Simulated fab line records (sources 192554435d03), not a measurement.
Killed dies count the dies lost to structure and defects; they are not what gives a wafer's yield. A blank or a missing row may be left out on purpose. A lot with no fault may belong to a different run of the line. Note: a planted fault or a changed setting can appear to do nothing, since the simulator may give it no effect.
Struck lot and sound lot, side by side    flow n5_finfet    16 out of 1938 route steps
Sound: the wafers L796.3, L796.5, L796.6. Struck: wafer L805.3 (left out: L805.2, a lot-mate that was not struck); the cause follows at the end.
At each step with rows: each side's tool, then ch and its chambers, then its first start. Under that, the readings that differ: sound wafers    struck wafers    difference of the means    sigmas: that difference in standard deviations of wafers without a fault.
alike: words and numbers the same on both sides, and readings whose means are apart by under 2 such deviations; not compared: readings that were withheld, readings missing a value for some wafer, numbers with overlapping values and no deviation given by the record, and bounds like >300 which may hide the same value.
A row with sigmas, a row that says differs or no value, or rows on one side alone: a step with any of these is where the two part. Numbers that have no deviation but don't overlap get no sigmas and don't part them. Lack of a reading on every wafer of one side parts them only where that side has two or more wafers.

first, 5 steps without rows for these wafers: N5_MOL_CONTACT_COAG_EBR_36; N5_MOL_CONTACT_COAG_SOFTBAKE_35 (time 60 s); N5_MOL_CONTACT_COAG_EXPOSE_37 (exposes mask VD, defocus 0 nm); N5_MOL_CONTACT_COAG_PEB_38 (peb time 60 s); N5_MOL_CONTACT_COAG_DEVELOP_39 (develop time 30 s).
N5_MOL_CONTACT_COAG_CD_MEAS_40: target cd 25.1 nm.
  sound on cd_sem-03 ch 0, day 6 02:05; struck on cd_sem-01 ch 0, day 8 08:39
  alike: cd_nm
N5_MOL_CONTACT_COAG_OVL_MEAS_41:
  sound on overlay-02 ch 0, day 6 02:07; struck on overlay-01 ch 0, day 8 08:41
  alike: VD_OVL
N5_MOL_CONTACT_COAG_INSPECT_42: inspects for defects (brightfield).
  sound on defect_inspect-02 at day 6 02:10; struck on defect_inspect-02 at day 8 08:44
  alike: raw_defect_count
N5_MOL_CONTACT_COAG_DESCUM_45: chemistry O2, time 7 s.
  sound on rie_diel-01 ch 0,3, day 6 02:12; struck on rie_diel-01 ch 1, day 8 08:46
reading                sound           struck  difference  sigmas
oes_product_au (a.u.)  0.74 0.88 0.74  0.95    +0.16       +2
  alike: drypump_motor_current_A, rf_vpp_V, showerhead_plenum_p_Torr, throttle_valve_pct
  not compared: rf_hours_counter_h
N5_MOL_CONTACT_COAG_ETCH_65: etches underlayer in N2/H2, target depth 13 nm, time 10.4 s.
  sound on rie_diel-01 ch 0,3, day 6 02:14; struck on rie_diel-01 ch 1, day 8 08:49
reading                sound              struck  difference  sigmas
oes_product_au (a.u.)  0.63 0.77 0.64     0.82    +0.14       +2
rf_vpp_V (V)           525.6 528.2 524.5  520.8   -5.3        -2
  alike: drypump_motor_current_A, etch_rf_on_time_s, showerhead_plenum_p_Torr, throttle_valve_pct
  not compared: rf_hours_counter_h
N5_MOL_CONTACT_COAG_ETCH_66: etches SiARC in CF4, target depth 13 nm, time 21.7 s.
  sound on rie_diel-01 ch 0,3, day 6 02:16; struck on rie_diel-01 ch 1, day 8 08:50
reading                sound           struck  difference  sigmas
oes_product_au (a.u.)  0.64 0.76 0.63  0.82    +0.14       +2
  alike: drypump_motor_current_A, etch_rf_on_time_s, rf_vpp_V, showerhead_plenum_p_Torr, throttle_valve_pct
  not compared: rf_hours_counter_h
N5_MOL_CONTACT_COAG_ALD_133: deposits SiO2, target thk 5 nm, pulse time 1 s, co reactant pulse time 1 s.
  sound on ald_sin-01 ch 0,3, day 6 02:20; struck on ald_sin-04 ch 3, day 8 08:55
reading             sound     struck  difference  sigmas
heater_power_w (W)  71 72 81  100     +25         +3
  alike: precursor_pulse_height_rel
N5_MOL_CONTACT_COAG_ETCHBACK_134: etches SiO2 in CHF3, target depth 10 nm, time 6.7 s.
  sound on rie_diel-01 ch 0,1,2, day 6 02:31; struck on rie_diel-01 ch 3, day 8 09:05
reading                                                sound           struck  difference  sigmas
oes_product_au (a.u.)                                  0.80 0.69 0.75  1.07    +0.32       +4
model.CAR-EUV_of_MOL_CONTACT_COAG_COAT_34.thk_nm (nm)  15.6 15.8 15.8  14.8    -0.9        
  alike: drypump_motor_current_A, oes_ar_750_au, rf_vpp_V, showerhead_plenum_p_Torr, throttle_valve_pct
  not compared: rf_hours_counter_h
N5_MOL_CONTACT_COAG_ETCH_67: etches SOC in N2/H2, target depth 60 nm, overetch 21 nm, time 101.2 s.
  sound on rie_diel-01 ch 0,1,2, day 6 02:33; struck on rie_diel-01 ch 3, day 8 09:07
reading                 sound              struck  difference  sigmas
throttle_valve_pct (%)  18.12 18.07 17.93  17.49   -0.55       -2
  alike: drypump_motor_current_A, oes_product_au, rf_vpp_V, showerhead_plenum_p_Torr
  not compared: rf_hours_counter_h
-- here the record skips 3 days between the struck wafers' starts before and after, leaving off in module MOL_CONTACT_COAG and picking up in module BEOL_M4 (first step shown: number 1111 of the route) --
N5_BEOL_M4_RC_MEAS_101:
  sound on prober-01 ch 0, day 8 15:01; struck on prober-02 ch 0, day 11 11:08
reading         sound           struck  difference  sigmas
IOFF_P (nA/um)  0.26 0.27 0.23  0.17    -0.08       -2
ION_P (uA/um)   467 468 463     448     -18         -2
  alike: DIBL_N, DIBL_P, IOFF_N, ION_N, SS_N, SS_P, VT_N, VT_P
-- the record jumps here: 4 days lie between the struck wafers' starts before and after (it left off in module BEOL_M4 and takes up again in module PASSIVATION, whose first step shown is number 1936 of the route) --
N5_PASSIVATION_PROBE_49:
  only the struck wafers here have rows in the record (prober-01, day 15 19:37); the sound ones have none

## WHERE THEY PART
First at N5_MOL_CONTACT_COAG_DESCUM_45; last, within this record, at N5_PASSIVATION_PROBE_49.

WHY: what had been put in by the simulator
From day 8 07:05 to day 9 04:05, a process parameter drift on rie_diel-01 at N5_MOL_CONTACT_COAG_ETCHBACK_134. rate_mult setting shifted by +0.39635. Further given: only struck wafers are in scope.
